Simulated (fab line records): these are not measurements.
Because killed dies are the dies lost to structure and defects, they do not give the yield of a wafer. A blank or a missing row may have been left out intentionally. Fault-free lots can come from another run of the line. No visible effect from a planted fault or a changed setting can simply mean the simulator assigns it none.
What tool caused it? / flow n5-finfet / Sampling: 9 lots, 27 wafers, 5 of 1938 route steps

## WHAT THE GAUGES SHOWED, per wafer
N5_BEOL_M1_OVL_MEAS_12.
lot=L321; measured=day 6 13:56; on=overlay-01; M1_OVL (nm)=-0.1 0.4 0.1
lot=L322; measured=day 7 05:11; on=overlay-01; M1_OVL (nm)=0.4 -0.2 -0.5
lot=L323; measured=day 7 05:28; on=overlay-01; M1_OVL (nm)=0.8 0.5 0.2
lot=L329; measured=day 8 10:55; on=overlay-02; M1_OVL (nm)=-0.1 0.3 0.0
lot=L331; measured=day 9 06:05; on=overlay-02; M1_OVL (nm)=2.0 1.3 0.8
lot=L332; measured=day 9 08:57; on=overlay-02; M1_OVL (nm)=-0.7 -0.5 -0.3
lot=L339; measured=day 11 01:07; on=overlay-02; M1_OVL (nm)=-1.1 0.2 0.4
lot=L340; measured=day 11 10:40; on=overlay-02; M1_OVL (nm)=-1.5 -0.1 -0.7
lot=L341; measured=day 11 20:06; on=overlay-02; M1_OVL (nm)=0.4 -0.2 0.2

N5_BEOL_M4_RC_MEAS_101.
lot=L321; measured=day 10 06:00; on=prober-02; DIBL_N (mV/V)=34.5 35.7 35.5; DIBL_P (mV/V)=34.8 36.9 37.1; IOFF_N (nA/um)=0.139 0.163 0.166; IOFF_P (nA/um)=0.180 0.217 0.213; ION_N (uA/um)=663 672 678; ION_P (uA/um)=453 459 462; SS_N (mV/dec)=71.0 71.0 71.6; SS_P (mV/dec)=72.3 73.5 73.3; VT_N (mV)=252 248 248; VT_P (mV)=-248.9 -248.0 -248.4
lot=L322; measured=day 9 12:20; on=prober-01; DIBL_N (mV/V)=36.2 36.3 35.1; DIBL_P (mV/V)=35.6 34.6 34.0; IOFF_N (nA/um)=0.170 0.162 0.144; IOFF_P (nA/um)=0.205 0.180 0.169; ION_N (uA/um)=681 673 677; ION_P (uA/um)=461 455 454; SS_N (mV/dec)=72.0 71.7 71.5; SS_P (mV/dec)=73.3 73.7 73.6; VT_N (mV)=244 249 250; VT_P (mV)=-249.8 -252.2 -253.3
lot=L323; measured=day 10 05:55; on=prober-01; DIBL_N (mV/V)=34.3 34.1 35.5; DIBL_P (mV/V)=35.6 34.4 36.1; IOFF_N (nA/um)=0.126 0.120 0.141; IOFF_P (nA/um)=0.196 0.192 0.218; ION_N (uA/um)=674 677 673; ION_P (uA/um)=469 472 472; SS_N (mV/dec)=70.8 71.4 71.5; SS_P (mV/dec)=72.6 72.4 73.1; VT_N (mV)=250 254 248; VT_P (mV)=-251.6 -249.2 -245.6
lot=L329; measured=day 11 17:06; on=prober-02; DIBL_N (mV/V)=37.6 38.0 37.2; DIBL_P (mV/V)=37.8 38.8 37.7; IOFF_N (nA/um)=0.163 0.179 0.159; IOFF_P (nA/um)=0.190 0.210 0.185; ION_N (uA/um)=677 678 670; ION_P (uA/um)=453 461 452; SS_N (mV/dec)=72.0 72.1 71.9; SS_P (mV/dec)=73.5 73.9 73.5; VT_N (mV)=249 250 249; VT_P (mV)=-252.8 -250.8 -255.0
lot=L331; measured=day 11 17:19; on=prober-01; DIBL_N (mV/V)=35.0 36.0 35.3; DIBL_P (mV/V)=35.1 36.3 35.5; IOFF_N (nA/um)=0.130 0.140 0.128; IOFF_P (nA/um)=0.182 0.199 0.185; ION_N (uA/um)=666 671 659; ION_P (uA/um)=459 462 457; SS_N (mV/dec)=71.2 71.7 71.4; SS_P (mV/dec)=72.8 74.3 74.0; VT_N (mV)=252 253 255; VT_P (mV)=-256.3 -251.6 -253.3
lot=L332; measured=day 12 11:01; on=prober-01; DIBL_N (mV/V)=39.9 36.8 38.7; DIBL_P (mV/V)=36.8 32.7 35.2; IOFF_N (nA/um)=0.185 0.114 0.155; IOFF_P (nA/um)=0.245 0.179 0.214; ION_N (uA/um)=683 657 676; ION_P (uA/um)=464 461 465; SS_N (mV/dec)=70.8 70.9 71.2; SS_P (mV/dec)=73.8 72.2 73.6; VT_N (mV)=248 254 250; VT_P (mV)=-249.2 -251.9 -249.4
lot=L339; measured=day 14 03:29; on=prober-02; DIBL_N (mV/V)=35.8 34.8 35.5; DIBL_P (mV/V)=35.7 34.3 35.9; IOFF_N (nA/um)=0.152 0.131 0.142; IOFF_P (nA/um)=0.211 0.188 0.224; ION_N (uA/um)=673 672 673; ION_P (uA/um)=468 465 467; SS_N (mV/dec)=71.3 71.2 71.6; SS_P (mV/dec)=73.6 73.3 73.2; VT_N (mV)=252 251 252; VT_P (mV)=-248.7 -250.2 -248.7
lot=L340; measured=day 14 05:38; on=prober-01; DIBL_N (mV/V)=37.2 38.5 36.9; DIBL_P (mV/V)=37.8 37.8 36.5; IOFF_N (nA/um)=0.178 0.199 0.160; IOFF_P (nA/um)=0.224 0.230 0.202; ION_N (uA/um)=680 683 681; ION_P (uA/um)=465 464 466; SS_N (mV/dec)=71.8 72.1 71.9; SS_P (mV/dec)=73.4 73.7 73.5; VT_N (mV)=246 247 248; VT_P (mV)=-249.6 -250.2 -252.1
lot=L341; measured=day 14 15:42; on=prober-02; DIBL_N (mV/V)=37.2 36.8 35.9; DIBL_P (mV/V)=38.6 37.0 35.9; IOFF_N (nA/um)=0.187 0.166 0.152; IOFF_P (nA/um)=0.259 0.228 0.212; ION_N (uA/um)=685 671 675; ION_P (uA/um)=477 465 467; SS_N (mV/dec)=72.3 72.1 71.6; SS_P (mV/dec)=73.5 74.1 73.8; VT_N (mV)=246 248 249; VT_P (mV)=-249.3 -249.0 -250.1

## WHAT TOOL EACH LOT RAN ON (gives the tool, then ch and the chambers of the sampled wafers, and finally the start)
lot=L321; N5_BEOL_M1_PECVD_72=pecvd-01 ch 0,1, day 6 11:55; N5_BEOL_M1_COAT_76=litho-track-04 ch 0, day 6 14:56; N5_BEOL_M1_DESCUM_33=rie-diel-01 ch 0,1, day 6 15:20
lot=L322; N5_BEOL_M1_PECVD_72=pecvd-02 ch 1,2, day 7 02:18; N5_BEOL_M1_COAT_76=litho-track-02 ch 0, day 7 05:49; N5_BEOL_M1_DESCUM_33=rie-diel-04 ch 0,1, day 7 06:20
lot=L323; N5_BEOL_M1_PECVD_72=pecvd-01 ch 0,1,2, day 7 03:17; N5_BEOL_M1_COAT_76=litho-track-05 ch 0, day 7 06:02; N5_BEOL_M1_DESCUM_33=rie-diel-04 ch 0,3, day 7 06:29
lot=L329; N5_BEOL_M1_PECVD_72=pecvd-01 ch 2, day 8 09:32; N5_BEOL_M1_COAT_76=litho-track-04 ch 0, day 8 11:31; N5_BEOL_M1_DESCUM_33=rie-diel-06 ch 0,2,3, day 8 12:13
lot=L331; N5_BEOL_M1_PECVD_72=pecvd-01 ch 1,2, day 9 03:22; N5_BEOL_M1_COAT_76=litho-track-04 ch 0, day 9 06:54; N5_BEOL_M1_DESCUM_33=rie-diel-04 ch 1,2,3, day 9 07:41
lot=L332; N5_BEOL_M1_PECVD_72=pecvd-03 ch 0,1, day 9 08:28; N5_BEOL_M1_COAT_76=litho-track-04 ch 0, day 9 09:32; N5_BEOL_M1_DESCUM_33=rie-diel-06 ch 1,3, day 9 09:56
lot=L339; N5_BEOL_M1_PECVD_72=pecvd-03 ch 1,2, day 10 23:13; N5_BEOL_M1_COAT_76=litho-track-02 ch 0, day 11 01:41; N5_BEOL_M1_DESCUM_33=rie-diel-06 ch 0,3, day 11 02:28
lot=L340; N5_BEOL_M1_PECVD_72=pecvd-03 ch 0,1, day 11 09:44; N5_BEOL_M1_COAT_76=litho-track-02 ch 0, day 11 11:48; N5_BEOL_M1_DESCUM_33=rie-diel-04 ch 1,2,3, day 11 12:14
lot=L341; N5_BEOL_M1_PECVD_72=pecvd-02 ch 0,1, day 11 18:48; N5_BEOL_M1_COAT_76=litho-track-05 ch 0, day 11 20:44; N5_BEOL_M1_DESCUM_33=rie-diel-01 ch 0,2,3, day 11 21:09
- N5_BEOL_M1_PECVD_72: deposits SiO2 from TEOS/O2, target thk 16 nm, time 18 s.
- N5_BEOL_M1_COAT_76: time 60 s, resist thk 5 nm.
- N5_BEOL_M1_DESCUM_33: chemistry O2, time 7 s.

## WHAT THE TOOLS THEMSELVES READ (means of the sampled wafers that have a number; where no wafer has one, the mark that the record gives instead)
N5_BEOL_M1_PECVD_72.
lot=L321; tool=pecvd-01; heater-power-w (W)=699; showerhead-plenum-p-Torr (Torr)=8.80; susceptor-temp-C (C)=400.02; throttle-valve-pct (%)=24.0
lot=L322; tool=pecvd-02; heater-power-w (W)=750; showerhead-plenum-p-Torr (Torr)=8.81; susceptor-temp-C (C)=399.91; throttle-valve-pct (%)=22.4
lot=L323; tool=pecvd-01; heater-power-w (W)=826; showerhead-plenum-p-Torr (Torr)=8.85; susceptor-temp-C (C)=399.84; throttle-valve-pct (%)=23.8
lot=L329; tool=pecvd-01; heater-power-w (W)=888; showerhead-plenum-p-Torr (Torr)=8.94; susceptor-temp-C (C)=399.91; throttle-valve-pct (%)=23.1
lot=L331; tool=pecvd-01; heater-power-w (W)=783; showerhead-plenum-p-Torr (Torr)=8.82; susceptor-temp-C (C)=400.17; throttle-valve-pct (%)=24.1
lot=L332; tool=pecvd-03; heater-power-w (W)=742; showerhead-plenum-p-Torr (Torr)=8.77; susceptor-temp-C (C)=399.87; throttle-valve-pct (%)=23.2
lot=L339; tool=pecvd-03; heater-power-w (W)=778; showerhead-plenum-p-Torr (Torr)=8.74; susceptor-temp-C (C)=400.02; throttle-valve-pct (%)=22.6
lot=L340; tool=pecvd-03; heater-power-w (W)=722; showerhead-plenum-p-Torr (Torr)=8.77; susceptor-temp-C (C)=400.28; throttle-valve-pct (%)=23.0
lot=L341; tool=pecvd-02; heater-power-w (W)=794; showerhead-plenum-p-Torr (Torr)=8.79; susceptor-temp-C (C)=399.96; throttle-valve-pct (%)=21.9

N5_BEOL_M1_COAT_76.
lot=L321; tool=litho-track-04; heater-power-total-W (W)=391.5; run-length-s (s)=66.29
lot=L322; tool=litho-track-02; heater-power-total-W (W)=391.5; run-length-s (s)=66.13
lot=L323; tool=litho-track-05; heater-power-total-W (W)=391.2; run-length-s (s)=66.21
lot=L329; tool=litho-track-04; heater-power-total-W (W)=392.1; run-length-s (s)=66.31
lot=L331; tool=litho-track-04; heater-power-total-W (W)=424.3; run-length-s (s)=59.18
lot=L332; tool=litho-track-04; heater-power-total-W (W)=408.7; run-length-s (s)=62.89
lot=L339; tool=litho-track-02; heater-power-total-W (W)=391.6; run-length-s (s)=66.16
lot=L340; tool=litho-track-02; heater-power-total-W (W)=391.8; run-length-s (s)=66.21
lot=L341; tool=litho-track-05; heater-power-total-W (W)=391.1; run-length-s (s)=66.34

N5_BEOL_M1_DESCUM_33.
lot=L321; tool=rie-diel-01; bias-power-w (W)=19.99; drypump-motor-current-A (A)=6.3; oes-product-au (a.u.)=0.84; rf-vpp-V (V)=243.5; showerhead-plenum-p-Torr (Torr)=2.13; throttle-valve-pct (%)=20.30
lot=L322; tool=rie-diel-04; bias-power-w (W)=19.97; drypump-motor-current-A (A)=5.7; oes-product-au (a.u.)=0.84; rf-vpp-V (V)=244.8; showerhead-plenum-p-Torr (Torr)=2.20; throttle-valve-pct (%)=20.38
lot=L323; tool=rie-diel-04; bias-power-w (W)=19.99; drypump-motor-current-A (A)=5.5; oes-product-au (a.u.)=0.95; rf-vpp-V (V)=244.6; showerhead-plenum-p-Torr (Torr)=2.21; throttle-valve-pct (%)=20.24
lot=L329; tool=rie-diel-06; bias-power-w (W)=19.92; drypump-motor-current-A (A)=6.0; oes-product-au (a.u.)=0.86; rf-vpp-V (V)=242.2; showerhead-plenum-p-Torr (Torr)=2.09; throttle-valve-pct (%)=20.44
lot=L331; tool=rie-diel-04; bias-power-w (W)=19.97; drypump-motor-current-A (A)=6.0; oes-product-au (a.u.)=0.80; rf-vpp-V (V)=243.9; showerhead-plenum-p-Torr (Torr)=2.12; throttle-valve-pct (%)=20.48
lot=L332; tool=rie-diel-06; bias-power-w (W)=20.04; drypump-motor-current-A (A)=5.0; oes-product-au (a.u.)=0.73; rf-vpp-V (V)=241.9; showerhead-plenum-p-Torr (Torr)=2.05; throttle-valve-pct (%)=20.62
lot=L339; tool=rie-diel-06; bias-power-w (W)=20.05; drypump-motor-current-A (A)=5.5; oes-product-au (a.u.)=0.76; rf-vpp-V (V)=242.3; showerhead-plenum-p-Torr (Torr)=2.03; throttle-valve-pct (%)=20.61
lot=L340; tool=rie-diel-04; bias-power-w (W)=20.02; drypump-motor-current-A (A)=6.0; oes-product-au (a.u.)=0.79; rf-vpp-V (V)=244.1; showerhead-plenum-p-Torr (Torr)=2.11; throttle-valve-pct (%)=20.50
lot=L341; tool=rie-diel-01; bias-power-w (W)=19.99; drypump-motor-current-A (A)=5.2; oes-product-au (a.u.)=0.81; rf-vpp-V (V)=242.8; showerhead-plenum-p-Torr (Torr)=2.05; throttle-valve-pct (%)=20.27

## THE ANSWER, worked out from the rows above alone
Rule: the lots themselves supply what counts as usual. Put in order of their means at a reading, lots are off if they are a third of the lots or fewer, leave a main group of 4 or more, and stand apart from it by a gap of 3 or more times the standard deviation of the main group's means; of several such gaps the widest counts. The tables above print the reading to a certain number of digits; a main group whose means all agree to those digits is not used. A lot without any number at a reading at which 4 lots or more have one is off too. Where the step has rows for the other lots, those lots are counted as sound. Order of review: gauges by route order, followed by the tools' own readings, for which a lot's mean as printed above is used. At the first step where some lot is off, the reading lying furthest off is the one used; lots without a number count as furthest.
Off: L331, L332 (N5_BEOL_M1_COAT_76, heater-power-total-W). The main group has a mean of 391.5 W with a standard deviation of 0.32.
If a tool, at that step or one of the process steps before it, ran each lot that is off and ran no sound lot following the first of them, it fits. One candidate fits, namely litho-track-04 at N5_BEOL_M1_COAT_76. Its last sound lot is L329 (day 8 11:31), its first lot that is off L331 (day 9 06:54): a fault that began between those two fits.
The tool's own readings at N5_BEOL_M1_COAT_76 bear it out: on the lots that are off they differ by more than 5 times the standard deviation of the sound lots' means. heater-power-total-W reads 416.5 W there against 391.5 W on the sound lots; run-length-s reads 61.03 s there against 66.24 s on the sound lots.

## WHAT HAD BEEN PUT IN BY THE SIMULATOR
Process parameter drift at N5_BEOL_M1_COAT_76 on litho-track-04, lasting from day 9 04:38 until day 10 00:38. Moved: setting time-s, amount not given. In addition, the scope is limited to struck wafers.
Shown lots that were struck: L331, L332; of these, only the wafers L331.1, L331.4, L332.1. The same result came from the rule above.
